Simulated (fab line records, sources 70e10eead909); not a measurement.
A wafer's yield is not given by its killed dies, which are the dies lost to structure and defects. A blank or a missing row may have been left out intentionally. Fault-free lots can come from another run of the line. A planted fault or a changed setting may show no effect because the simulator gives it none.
A lot that was struck, set against a sound lot | flow nand-harc | 42 out of 1302 route steps
Sound: wafers L619.2, L619.4, L619.5. Struck: wafer L627.3 (L627.1, L627.5, from the same lot, were not struck and are left out); the cause is given at the end.
For every step that has rows: the tool of each side, followed by ch and its chambers, followed by its first start. Under that, the readings that differ: sound wafers | struck wafers | difference of the means | sigmas: that difference in standard deviations of wafers without a fault.
alike: words and numbers the same on both sides, and readings whose means are apart by under 2 such deviations; not compared: readings that were withheld, readings missing a value for some wafer, numbers with overlapping values and no deviation given by the record, and bounds like >300 which may hide the same value.
The two part at a step that has a row with sigmas, a row that says differs or no value, or rows on one side only. Non-overlapping numbers with no deviation appear without sigmas and do not part them. A reading missing from all wafers of one side parts the sides only when that side holds two or more wafers.

first, 1 step without rows for these wafers: NHARC_P_M2_PRE_CLEAN_30 (time 30 s).
NHARC_P_M2_PVD_20: deposits TaN, target thk 5 nm, time 8.06 s.
  sound on pvd-sputter-01; struck on pvd-sputter-02
  reading                  | sound                   | struck  | difference | sigmas
  chamber-pressure-pa (Pa) | 0.11979 0.12005 0.11953 | 0.12034 | +0.00055   | +2
  alike: throttle-valve-pct
then, 4 steps without rows for these wafers: NHARC_P_M2_PVD_21 (deposits Cu, target thk 30 nm, time 20.49 s); NHARC_P_M2_ECD_22 (material Cu, target thk 400 nm); NHARC_P_M2_ANNEAL_31 (time 90 s); NHARC_P_M2_CMP_23 (polishes, t overpolish 20 s, target thk 144.3 nm).
NHARC_P_M2_THK_MEAS_24: measures by xrf.
  sound: film-metro-01 at day 6 18:14; struck: film-metro-02 at day 9 19:09
  alike: thk-nm
after that, 1 step had no rows for these wafers: NHARC_P_M2_SRD_25.
NHARC_P_M2_INSPECT_27:
  sound: defect-inspect-01 at day 6 18:24; struck: defect-inspect-01 at day 9 19:19
  alike: raw-defect-count
then, 1 step without rows for these wafers: NHARC_P_M2_PRE_CLEAN_32 (time 12 s).
NHARC_P_M2_DEP_33: deposits SiCN, target thk 30 nm.
  sound on pecvd-04 ch 0,2, day 6 18:38; struck on pecvd-01 ch 2, day 9 19:27
  alike: heater-power-w
NHARC_P_BONDPAD_DEP_00: deposits SiCN, target thk 250 nm.
  sound on pecvd-02 ch 0,2, day 6 19:02; struck on pecvd-02 ch 0, day 9 19:55
  alike: heater-power-w
then, 1 step without rows for these wafers: NHARC_P_BONDPAD_CMP_32 (polishes SiCN, target thk 200 nm).
NHARC_P_BONDPAD_THK_MEAS_33: measures by ellipsometry.
  sound: film-metro-01 at day 6 19:46; struck: film-metro-01 at day 9 20:32
  alike: thk-nm
then, 10 steps without rows for these wafers: NHARC_P_BONDPAD_SRD_34; NHARC_P_BONDPAD_DEHYDRATE_01 (time 120 s); NHARC_P_BONDPAD_HMDS_02 (time 30 s); NHARC_P_BONDPAD_COAT_36 (time 65 s); NHARC_P_BONDPAD_COAT_03 (resist thk 600 nm); NHARC_P_BONDPAD_SOFTBAKE_04 (time 70 s); NHARC_P_BONDPAD_EBR_05; NHARC_P_BONDPAD_EXPOSE_06 (exposes mask P BPAD); NHARC_P_BONDPAD_PEB_07 (peb time 80 s); NHARC_P_BONDPAD_DEVELOP_08 (time 50 s).
NHARC_P_BONDPAD_CD_MEAS_09 targets a cd of 500 nm.
  sound on cd-sem-03 ch 0, day 6 20:12; struck on cd-sem-02 ch 0, day 9 21:06
  alike: cd-nm
NHARC_P_BONDPAD_OVL_MEAS_38:
  sound: overlay-02 at day 6 20:17; struck: overlay-01 at day 9 21:11
  alike: overlay-x-nm, overlay-y-nm
then, 4 steps without rows for these wafers: NHARC_P_BONDPAD_HARDBAKE_10 (time 65 s); NHARC_P_BONDPAD_DESCUM_11 (chemistry O2, time 3 s); NHARC_P_BONDPAD_ETCH_37 (etches the open film in N2/H2, target depth 60 nm, overetch 18 nm, time 65.91 s); NHARC_P_BONDPAD_ETCH_12 (etches the open film in CHF3/O2, target depth 200 nm, time 100 s).
NHARC_P_BONDPAD_CD_MEAS_13:
  sound: cd-sem-02 at day 6 20:44; struck: cd-sem-03 at day 9 21:38
  alike: cd-nm
then, 4 steps without rows for these wafers: NHARC_P_BONDPAD_STRIP_15 (strips in O2); NHARC_P_BONDPAD_ETCH_24 (etches the open film in CF4/N2, target depth 30 nm, time 72.99 s); NHARC_P_BONDPAD_STRIP_16 (strips in post etch residue remover, time 600 s); NHARC_P_BONDPAD_DEGAS_25 (time 60 s).
NHARC_P_BONDPAD_PRE_CLEAN_26: time 30 s.
  sound on pvd-sputter-02; struck on pvd-sputter-03
  alike: heater-power-w
then, 1 step without rows for these wafers: NHARC_P_BONDPAD_PVD_17 (deposits TaN, target thk 5 nm, time 8.06 s).
NHARC_P_BONDPAD_PVD_27: deposits Cu, target thk 30 nm, time 20.49 s.
  sound on pvd-sputter-02; struck on pvd-sputter-03
  alike: chamber-pressure-pa, throttle-valve-pct
then, 1 step without rows for these wafers: NHARC_P_BONDPAD_ECD_18 (material Cu, target thk 400 nm).
NHARC_P_BONDPAD_ANNEAL_28: time 90 s.
  sound on rtp-anneal-01 ch 0, day 6 22:09; struck on rtp-anneal-02 ch 0, day 9 23:01
  reading          | sound                | struck | difference | sigmas
  wafer_temp_C_max | 225.48 225.39 225.28 | 226.12 | +0.74      | +3
  alike: anneal-temp-c
then, 1 step without rows for these wafers: NHARC_P_BONDPAD_CMP_19 (polishes, t overpolish 30 s, cu recess touch 16 s, target thk 160.81 nm).
-- the record jumps here: 18 days lie between the struck wafers' starts before and after (it left off in module P_BONDPAD and takes up again in module END, whose first step shown is number 1302 of the route) --
NHARC_END_SORT_01:
  only the struck wafers appear in the record here, on prober-01 ch 0 at day 27 23:08; the sound ones have no rows

== WHERE THEY PART ==
Earliest at NHARC_P_M2_PVD_20; latest, in this record, at NHARC_END_SORT_01.

WHY: what the simulator had put in
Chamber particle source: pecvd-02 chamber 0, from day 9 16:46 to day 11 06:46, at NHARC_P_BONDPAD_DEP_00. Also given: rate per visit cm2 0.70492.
